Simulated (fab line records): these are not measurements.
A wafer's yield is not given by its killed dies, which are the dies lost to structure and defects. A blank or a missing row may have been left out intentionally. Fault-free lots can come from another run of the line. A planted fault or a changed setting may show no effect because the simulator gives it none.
8D (eight disciplines) problem report, filled in by code -- flow n5_finfet -- the parts of the form that need people (team, actions taken, sign-off) are left out

1. WHAT WENT WRONG
Wafers without a fault read 249.5 nm, standard deviation 1.2; cd_nm at N5_BEOL_M14_CD_MEAS_10 reads a mean of 242.3 nm on 5 wafers belonging to 3 lots. That puts it -6.0 standard deviations away from the usual mean.
The step: target cd 250 nm.
First seen on wafer L928.2, day 12 02:05, on cd_sem-01. At this step, 33 wafers from 11 lots have a number in the record. Rule for "out" (also "out of limits"): further than 4 standard deviations from the usual mean. The other wafers with a number count as sound.

2. WHAT THIS IS AND IS NOT
question,is,is not
which readings at this step,cd_nm,-
which lots,"L928, L930, L931","L926, L938, L940, L941, L942, L944, L946, L947"
which wafers of those lots,"L928.2, L928.4, L930.2, L930.4, L931.4","L928.3, L930.3, L931.3, L931.6"
read on which gauges,"cd_sem-01, cd_sem-02, cd_sem-03",-
when,from day 12 02:05,"up to then (4 sound wafers); but 24 sound wafers of L930, L931, L938, L940, L941, L942, L944, L946, L947 came after"

3. WHAT RULES OUT EACH SUSPECT
Counting: if a tool at a process step up to the reading ran every lot that is out, it stays a suspect. Sound lots after the first of them don't rule it out here, since some wafers of a struck lot are sound.
- ruled out: the gauge at N5_BEOL_M14_CD_MEAS_10. The wafers that are out were read on 3 gauges (cd_sem-01, cd_sem-02, cd_sem-03).
- rtp_anneal-01 at N5_BEOL_M13_ANNEAL_48 (time 90 s): kept. It ran every lot that is out, first L928 (day 12 00:44).
- krf_scanner-02 at N5_BEOL_M14_EXPOSE_07 (exposes mask V13): kept. It ran every lot that is out, first L928 (day 12 01:55).
Left after counting: rtp_anneal-01 at N5_BEOL_M13_ANNEAL_48, krf_scanner-02 at N5_BEOL_M14_EXPOSE_07.

4. THE CAUSE (what the simulator had put in)
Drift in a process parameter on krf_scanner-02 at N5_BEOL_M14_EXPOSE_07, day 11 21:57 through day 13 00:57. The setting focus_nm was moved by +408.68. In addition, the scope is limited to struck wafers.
Counting leaves 2 suspects; this tool is one of them.

5. THE CHAIN OF EFFECTS, in route order
One row per reading whose mean, taken over the struck wafers that have a number, lies over 3 standard deviations from the usual. Readings are gone through only where the record gives a usual standard deviation; hours: the median, over the lots, of the time from a lot's start at the first step in this table giving one to that lot's start at this step; sigmas: the change measured in usual standard deviations.
hours,step,reading,usual,on struck wafers,change,sigmas
0,N5_BEOL_M14_CD_MEAS_10,cd_nm,249.5 nm,242.3,-7.2,-6.0

6. HOW IT WOULD HAVE BEEN CAUGHT EARLIER
Counted from the fault's start at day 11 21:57, it took 4 hours until the first out-of-limits reading at a measuring or inspecting step in this record, taken at day 12 02:05.
Lots out: 3; of these, L931, L930 started N5_BEOL_M14_EXPOSE_07 on krf_scanner-02 after day 12 02:05. A hold on the tool at that time would have spared those 2.
